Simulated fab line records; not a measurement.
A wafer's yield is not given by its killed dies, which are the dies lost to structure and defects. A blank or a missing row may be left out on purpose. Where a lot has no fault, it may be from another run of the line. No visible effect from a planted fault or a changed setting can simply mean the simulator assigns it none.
Chamber matching ; flow n5-finfet ; rie-diel-01 running N5_SD_EPI_N_DESCUM_14: 4 sister chambers
The step chemistry O2, time 7.9 s. 27 wafers are shown with their chamber, then 12 later ones without.

## WAFERS WITH THEIR CHAMBER
wafer;chamber;showerhead-plenum-p-Torr (Torr);drypump-motor-current-A (A);throttle-valve-pct (%)
L076.1;2;1.97;5.1;20.70
L076.2;3;2.15;5.7;20.17
L076.4;0;2.17;6.6;20.39
L079.1;2;1.97;5.1;20.72
L079.2;0;2.17;6.5;20.41
L079.6;1;2.01;5.7;20.43
L080.1;1;2.01;5.8;20.43
L080.2;0;2.17;6.5;20.41
L080.4;2;1.97;5.1;20.71
L081.2;0;2.17;6.5;20.41
L081.3;2;1.97;5.0;20.72
L081.6;2;1.97;5.0;20.73
L085.1;3;2.14;5.7;20.20
L085.3;1;2.01;5.7;20.44
L085.5;0;2.17;6.5;20.43
L087.1;0;2.17;6.5;20.44
L087.4;1;2.01;5.8;20.44
L087.5;3;2.14;5.7;20.20
L088.1;1;2.01;5.8;20.43
L088.3;3;2.14;5.7;20.22
L088.6;0;2.16;6.5;20.43
L089.3;1;2.01;5.7;20.44
L089.4;1;2.01;5.8;20.43
L089.6;0;2.16;6.5;20.43
L090.4;3;2.14;5.7;20.22
L090.5;1;2.01;5.7;20.46
L090.6;0;2.16;6.5;20.45

SIGNATURES (averages over the wafers above)
reading;chamber 0;chamber 1;chamber 2;chamber 3;scatter within a chamber
showerhead-plenum-p-Torr;2.1667;2.0100;1.9700;2.1420;0.00349
drypump-motor-current-A;6.511;5.750;5.060;5.700;0.0422
throttle-valve-pct;20.4222;20.4375;20.7160;20.2020;0.0158
Rule: a wafer's distance from a chamber is the root of the sum, over the readings, of the square of ((its reading less the chamber's mean) divided by the reading's scatter). If the next closest chamber is less than 2 further off than the closest, the wafer can't be placed; otherwise it belongs to the closest. The scatter: the root of (the sum of the squares of (reading less its chamber's mean) over the shown wafers, divided by (wafers less chambers)).

## WAFERS WITHOUT THEIR CHAMBER
wafer;showerhead-plenum-p-Torr (Torr);drypump-motor-current-A (A);throttle-valve-pct (%)
L093.1;2.22;5.1;20.37
L093.5;2.22;5.1;20.37
L093.6;2.13;5.7;20.22
L095.1;2.16;6.5;20.46
L095.3;2.00;5.8;20.46
L095.5;2.16;6.5;20.45
L096.2;2.00;5.8;20.47
L096.4;2.22;5.1;20.41
L096.6;2.00;5.7;20.46
L097.2;2.22;5.1;20.39
L097.3;2.00;5.7;20.47
L097.4;2.13;5.7;20.23

## THE CHAMBER EACH PASSED THROUGH
wafer;from the rows above;in truth
L093.1;3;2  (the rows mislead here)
L093.5;3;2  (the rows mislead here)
L093.6;3;3
L095.1;0;0
L095.3;1;1
L095.5;0;0
L096.2;1;1
L096.4;3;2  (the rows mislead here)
L096.6;1;1
L097.2;3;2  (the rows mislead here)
L097.3;1;1
L097.4;3;3
8 of 12 placed correctly. From these rows, 0 cannot be placed. Placed wrongly: 4.
